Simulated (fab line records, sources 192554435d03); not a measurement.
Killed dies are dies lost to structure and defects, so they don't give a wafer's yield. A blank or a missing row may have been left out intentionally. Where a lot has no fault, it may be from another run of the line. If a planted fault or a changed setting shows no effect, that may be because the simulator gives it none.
fab line records	flow n5_finfet	part 2 of 2: steps 22 to 32 of 32
record lots=5	wafers=15	last_day=17
route steps=1938 shown ZERO_LAYER@14 WELL_APT@20
lots that met no fault: from a run of the same line without faults
start_h: start of the lot's first displayed wafer, in hours after the record's first day	wait_h: hours since the lot's step before	" as in the row above	L1.1+2: a single row standing in for several wafers	- either no value or no given start	* or withheld: withheld	< > ~ a bound
route shown NAME@n: NAME is a module with steps in the file, n the number in the route of the first one	usual: mean/standard deviation of fault-free wafers	same: alike in all rows	chamber/n: place in a boat	sites: readings site by site	_std_site: their standard deviation	_edge_site: the outer-site mean with the inner-site mean subtracted	radius_mm: how far each site lies from the wafer's centre	mask NAME#n: copy n	behind: tool/chamber where the wafer was last shaped	hold: the reason the lot was held/the length of the hold in hours/how it ended	device: transistor that didn't switch, given as n, p or np	end of line: at the end of the route, the tests of the same wafers	a step without rows: its recipe alone	killed: dies lost to structure and defects at the first sort, not the wafer's yield	map: a wafer's dies, marking killed ones x, the rest . and places with no die _
set.NAME: setting as actually run; set.NAME@STEP: the setting as run at that earlier step	model.NAME: the simulator's own value behind a step, which no gauge read
lots seen at some steps along the route; tables by step, rows by wafer
services: a tool's chamber out of use, with start hour (start_h, from the record's first day; less than 0 if before it), hours out, and reason
## steps
# step N5_WELL_APT_HMDS_18
# recipe time_s=60	temp_c=120
# usual resist_line_temp_C=22.98/0.12
lot.wafer	tool	chamber	start_h	wait_h	resist_line_temp_C
L075.1	litho_track-05	0	21.08	0.0	23.05
L075.2	"	0	"	"	23.00
L075.5	"	0	"	"	23.03
L079.1	litho_track-03	0	44.74	0.0	22.96
L079.2	"	0	"	"	22.89
L079.4	"	0	"	"	23.13
L093.3	litho_track-03	0	128.55	0.0	22.94
L093.4	"	0	"	"	22.69
L093.5	"	0	"	"	22.81
L095.2	litho_track-05	0	140.72	0.0	23.03
L095.5	"	0	"	"	23.04
L095.6	"	0	"	"	22.95
L096.1	litho_track-02	0	146.58	0.0	23.04
L096.2	"	0	"	"	22.96
L096.5	"	0	"	"	23.00
# step N5_WELL_APT_COAT_19
# recipe spin_rpm=1357	resist_thk_nm=950
# usual resist_line_temp_C=23.00/0.12
lot.wafer	tool	chamber	start_h	wait_h	resist_line_temp_C
L075.1	litho_track-05	0	-	-	22.94
L075.2	"	0	"	"	23.07
L075.5	"	0	"	"	23.00
L079.1	litho_track-03	0	-	-	22.80
L079.2	"	0	"	"	22.91
L079.4	"	0	"	"	22.97
L093.3	litho_track-03	0	-	-	23.13
L093.4	"	0	"	"	23.17
L093.5	"	0	"	"	23.04
L095.2	litho_track-05	0	-	-	22.98
L095.5	"	0	"	"	23.19
L095.6	"	0	"	"	23.10
L096.1	litho_track-02	0	-	-	23.10
L096.2	"	0	"	"	23.09
L096.5	"	0	"	"	23.00
# step N5_WELL_APT_EBR_21
# recipe solvent=PGMEA	ebr_width_mm=1.5
# usual resist_line_temp_C=23.00/0.11
# same ebr_width_mm=1.5
lot.wafer	tool	chamber	start_h	wait_h	resist_line_temp_C
L075.1	litho_track-05	0	-	-	22.91
L075.2	"	0	"	"	22.94
L075.5	"	0	"	"	22.94
L079.1	litho_track-03	0	-	-	23.07
L079.2	"	0	"	"	23.10
L079.4	"	0	"	"	23.25
L093.3	litho_track-03	0	-	-	23.04
L093.4	"	0	"	"	23.09
L093.5	"	0	"	"	23.07
L095.2	litho_track-05	0	-	-	22.87
L095.5	"	0	"	"	22.79
L095.6	"	0	"	"	22.81
L096.1	litho_track-02	0	-	-	23.01
L096.2	"	0	"	"	22.91
L096.5	"	0	"	"	22.99
# step N5_WELL_APT_SOFTBAKE_20
# recipe temp_c=130	time_s=60
# usual resist_line_temp_C=22.99/0.11
lot.wafer	tool	chamber	start_h	wait_h	resist_line_temp_C
L075.1	litho_track-05	0	-	-	23.03
L075.2	"	0	"	"	22.96
L075.5	"	0	"	"	23.09
L079.1	litho_track-03	0	-	-	23.10
L079.2	"	0	"	"	23.07
L079.4	"	0	"	"	23.00
L093.3	litho_track-03	0	-	-	22.81
L093.4	"	0	"	"	22.81
L093.5	"	0	"	"	22.81
L095.2	litho_track-05	0	-	-	23.13
L095.5	"	0	"	"	23.01
L095.6	"	0	"	"	23.09
L096.1	litho_track-02	0	-	-	22.89
L096.2	"	0	"	"	23.09
L096.5	"	0	"	"	22.98
# step N5_WELL_APT_EXPOSE_22
# recipe mask_id=PWELL	na=0.8	source_shape=conventional	sigma_outer=0.8	polarization=unpolarized	defocus_nm=0	target_cd_nm=200	dose_mj=23.2
# usual stage_vel_mm_s=499.99/0.28
lot.wafer	tool	chamber	start_h	wait_h	mask	stage_vel_mm_s
L075.1	krf_scanner-02	0	21.30	-	PWELL#0	499.99
L075.2	"	0	"	"	PWELL#0	499.72
L075.5	"	0	"	"	PWELL#0	500.10
L079.1	krf_scanner-01	0	44.84	-	PWELL#0	499.82
L079.2	"	0	"	"	PWELL#0	499.96
L079.4	"	0	"	"	PWELL#0	499.91
L093.3	krf_scanner-01	0	128.66	-	PWELL#0	499.71
L093.4	"	0	"	"	PWELL#0	499.91
L093.5	"	0	"	"	PWELL#0	500.02
L095.2	krf_scanner-02	0	140.95	-	PWELL#0	499.51
L095.5	"	0	"	"	PWELL#0	499.64
L095.6	"	0	"	"	PWELL#0	499.39
L096.1	krf_scanner-02	0	146.67	-	PWELL#0	499.80
L096.2	"	0	"	"	PWELL#0	499.74
L096.5	"	0	"	"	PWELL#0	499.73
# step N5_WELL_APT_PEB_23
# recipe peb_temp_c=130	peb_time_s=90
# usual resist_line_temp_C=23.00/0.11
lot.wafer	tool	chamber	start_h	wait_h	resist_line_temp_C
L075.1	litho_track-03	0	21.36	0.1	22.97
L075.2	"	0	"	"	23.16
L075.5	"	0	"	"	22.88
L079.1	litho_track-05	0	44.90	0.1	23.07
L079.2	"	0	"	"	23.11
L079.4	"	0	"	"	22.92
L093.3	litho_track-03	0	128.71	0.0	23.05
L093.4	"	0	"	"	22.97
L093.5	"	0	"	"	22.86
L095.2	litho_track-03	0	141.00	0.0	22.95
L095.5	"	0	"	"	22.85
L095.6	"	0	"	"	22.86
L096.1	litho_track-05	0	146.73	0.1	23.10
L096.2	"	0	"	"	23.16
L096.5	"	0	"	"	22.96
# step N5_WELL_APT_DEVELOP_24
# recipe develop_time_s=45	rinse_liquid=surfactant_rinse	dry=air_spin	dev_temp_c=21
# usual resist_line_temp_C=23.01/0.098
lot.wafer	tool	chamber	start_h	wait_h	resist_line_temp_C
L075.1	litho_track-03	0	-	-	23.07
L075.2	"	0	"	"	23.01
L075.5	"	0	"	"	23.08
L079.1	litho_track-05	0	-	-	22.98
L079.2	"	0	"	"	22.94
L079.4	"	0	"	"	22.81
L093.3	litho_track-03	0	-	-	23.12
L093.4	"	0	"	"	22.92
L093.5	"	0	"	"	23.11
L095.2	litho_track-03	0	-	-	23.02
L095.5	"	0	"	"	23.00
L095.6	"	0	"	"	22.82
L096.1	litho_track-05	0	-	-	23.01
L096.2	"	0	"	"	23.03
L096.5	"	0	"	"	22.87
# step N5_WELL_APT_HARDBAKE_29
# recipe temp_c=130	time_s=120
# usual resist_line_temp_C=22.99/0.11
lot.wafer	tool	chamber	start_h	wait_h	resist_line_temp_C
L075.1	litho_track-03	0	-	-	22.80
L075.2	"	0	"	"	22.90
L075.5	"	0	"	"	22.95
L079.1	litho_track-05	0	-	-	22.87
L079.2	"	0	"	"	22.82
L079.4	"	0	"	"	22.92
L093.3	litho_track-03	0	-	-	23.20
L093.4	"	0	"	"	23.21
L093.5	"	0	"	"	23.12
L095.2	litho_track-03	0	-	-	22.97
L095.5	"	0	"	"	23.00
L095.6	"	0	"	"	22.93
L096.1	litho_track-05	0	-	-	22.80
L096.2	"	0	"	"	22.79
L096.5	"	0	"	"	22.85
# step N5_WELL_APT_CD_MEAS_25
# recipe target_cd_nm=200	landing_energy_ev=500	detector=se_inlens
# usual cd_nm=199.9/1.9
lot.wafer	tool	chamber	start_h	wait_h	cd_nm
L075.1	cd_sem-01	0	21.47	-	201.5
L075.2	"	0	"	"	197.8
L075.5	"	0	"	"	201.7
L079.1	cd_sem-03	0	45.01	-	201.1
L079.2	"	0	"	"	203.8
L079.4	"	0	"	"	198.8
L093.3	cd_sem-01	0	128.82	-	199.3
L093.4	"	0	"	"	201.4
L093.5	"	0	"	"	199.3
L095.2	cd_sem-03	0	141.12	-	199.2
L095.5	"	0	"	"	199.3
L095.6	"	0	"	"	198.4
L096.1	cd_sem-01	0	146.85	-	200.4
L096.2	"	0	"	"	199.9
L096.5	"	0	"	"	199.6
# step N5_WELL_APT_OVL_MEAS_26
# recipe points_per_wafer=44
# usual PWELL_OVL=-1/4.7
# same points_per_wafer=44
lot.wafer	tool	chamber	start_h	wait_h	PWELL_OVL[nm]
L075.1	overlay-01	0	21.51	0.0	0
L075.2	"	0	"	"	9
L075.5	"	0	"	"	10
L079.1	overlay-02	0	45.04	0.0	1
L079.2	"	0	"	"	-5
L079.4	"	0	"	"	0
L093.3	overlay-02	0	128.85	0.0	1
L093.4	"	0	"	"	-1
L093.5	"	0	"	"	-6
L095.2	overlay-01	0	141.15	0.0	-3
L095.5	"	0	"	"	-7
L095.6	"	0	"	"	2
L096.1	overlay-01	0	146.88	0.0	3
L096.2	"	0	"	"	-1
L096.5	"	0	"	"	-5
# step N5_WELL_APT_INSPECT_27
# recipe mode=adi	inspect_instrument=macro
# usual raw_defect_count=2.0/1.3
lot.wafer	tool	chamber	start_h	wait_h	raw_defect_count
L075.1	defect_inspect-01	-	21.53	0.0	1
L075.2	"	-	"	"	3
L075.5	"	-	"	"	4
L079.1	defect_inspect-01	-	45.07	0.0	2
L079.2	"	-	"	"	2
L079.4	"	-	"	"	3
L093.3	defect_inspect-02	-	128.87	0.0	3
L093.4	"	-	"	"	1
L093.5	"	-	"	"	2
L095.2	defect_inspect-01	-	141.17	0.0	0
L095.5	"	-	"	"	4
L095.6	"	-	"	"	0
L096.1	defect_inspect-02	-	146.90	0.0	3
L096.2	"	-	"	"	3
L096.5	"	-	"	"	1
## services
tool	chamber	start_h	hours	kind
rie_si-04	3	-2.34	2.5	repair
rie_diel-01	1	8.71	4.3	repair
rie_diel-03	-	9.66	0.5	repair
rie_si-04	2	11.20	4.0	repair
wet_bench-06	-	17.78	1.2	repair
rie_diel-05	0	20.51	15.5	repair
rie_si-01	2	21.23	1.0	repair
rie_si-04	2	23.34	3.4	repair
krf_scanner-02	-	31.05	0.7	repair
krf_scanner-02	-	41.78	0.7	repair
rie_diel-05	3	54.01	8.8	repair
implanter-01	-	56.59	0.8	repair
krf_scanner-01	-	58.97	1.3	pm
wet_bench-04	-	75.31	4.4	pm
rie_diel-04	0	90.90	7.5	repair
krf_scanner-02	-	101.19	0.8	pm
implanter-02	-	109.77	5.2	pm
krf_scanner-02	-	110.88	19.2	repair
rie_si-04	2	123.18	11.6	repair
krf_scanner-01	-	130.13	0.8	pm
rie_si-03	3	134.26	7.4	repair
plasma_asher-02	-	134.65	0.7	repair
rie_diel-04	1	136.39	8.7	repair
krf_scanner-02	-	142.93	0.2	repair
